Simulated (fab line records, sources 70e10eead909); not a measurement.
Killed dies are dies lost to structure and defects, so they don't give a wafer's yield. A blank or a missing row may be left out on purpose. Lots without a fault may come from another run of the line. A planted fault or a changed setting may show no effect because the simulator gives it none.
Chamber matching | flow nand_harc | NHARC_A_STAIRCASE_DEP_259 on pecvd-03: 3 sister chambers
The step deposits SiON, target thk 30 nm. 22 wafers are shown with their chamber, then 11 later ones without.

WAFERS WITH THEIR CHAMBER
wafer  | chamber | heater_power_w (W) | susceptor_temp_C (C)
L075.2 | 2       | 719                | 399.86
L075.5 | 1       | 549                | 399.72
L075.6 | 2       | 747                | 400.15
L076.2 | 2       | 729                | 399.51
L076.3 | 1       | 537                | 400.65
L076.5 | 0       | 666                | 399.89
L074.2 | 2       | 699                | 400.50
L074.3 | 0       | 755                | 400.14
L074.4 | 2       | 714                | 400.06
L078.2 | 0       | 724                | 400.04
L078.3 | 1       | 617                | 399.52
L078.4 | 1       | 609                | 399.58
L086.1 | 1       | 606                | 400.42
L086.2 | 2       | 654                | 400.28
L086.6 | 0       | 818                | 399.95
L091.3 | 2       | 745                | 399.97
L091.5 | 1       | 592                | 400.27
L091.6 | 2       | 746                | 399.81
L095.1 | 1       | 548                | 399.77
L095.4 | 2       | 621                | 400.13
L095.5 | 1       | 546                | 399.83
L095.2 | 2       | 616                | 400.12

SIGNATURES (means of the wafers above)
reading          | chamber 0 | chamber 1 | chamber 2 | scatter within a chamber
heater_power_w   | 740.75    | 575.50    | 699.00    | 47.6
susceptor_temp_C | 400.0050  | 399.9700  | 400.0390  | 0.319
Rule: a wafer's distance from a chamber is the root of the sum, over the readings, of the square of ((its reading less the chamber's mean) divided by the reading's scatter). The wafer belongs to the nearest chamber; if the next one is less than 2 further off, it can't be placed. The scatter: the root of (the sum of the squares of (reading less its chamber's mean) over the shown wafers, divided by (wafers less chambers)).

WAFERS WITHOUT THEIR CHAMBER
wafer  | heater_power_w (W) | susceptor_temp_C (C)
L095.3 | 744                | 400.27
L095.6 | 749                | 399.95
L096.1 | 744                | 400.03
L096.2 | 795                | 400.13
L096.3 | 654                | 399.99
L093.2 | 700                | 399.85
L093.3 | 634                | 399.87
L093.6 | 721                | 400.49
L097.2 | 685                | 399.97
L097.3 | 614                | 400.05
L097.6 | 625                | 399.90

WHICH CHAMBER EACH WENT THROUGH
wafer  | from the rows above          | in truth
L095.3 | can't be placed: 0 or 2      | 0
L095.6 | can't be placed: 0 or 2      | 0
L096.1 | can't be placed: 0 or 2      | 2
L096.2 | can't be placed: 0 or 2      | 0
L096.3 | can't be placed: 2 or 1 or 0 | 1
L093.2 | can't be placed: 2 or 0      | 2
L093.3 | can't be placed: 1 or 2 or 0 | 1
L093.6 | can't be placed: 2 or 0 or 1 | 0
L097.2 | can't be placed: 2 or 0 or 1 | 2
L097.3 | can't be placed: 1 or 2 or 0 | 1
L097.6 | can't be placed: 1 or 2 or 0 | 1
Placed correctly: 0 of 11. Can't be placed from these rows: 11 (the true chamber is among the candidates in 11). Placed wrongly: 0.
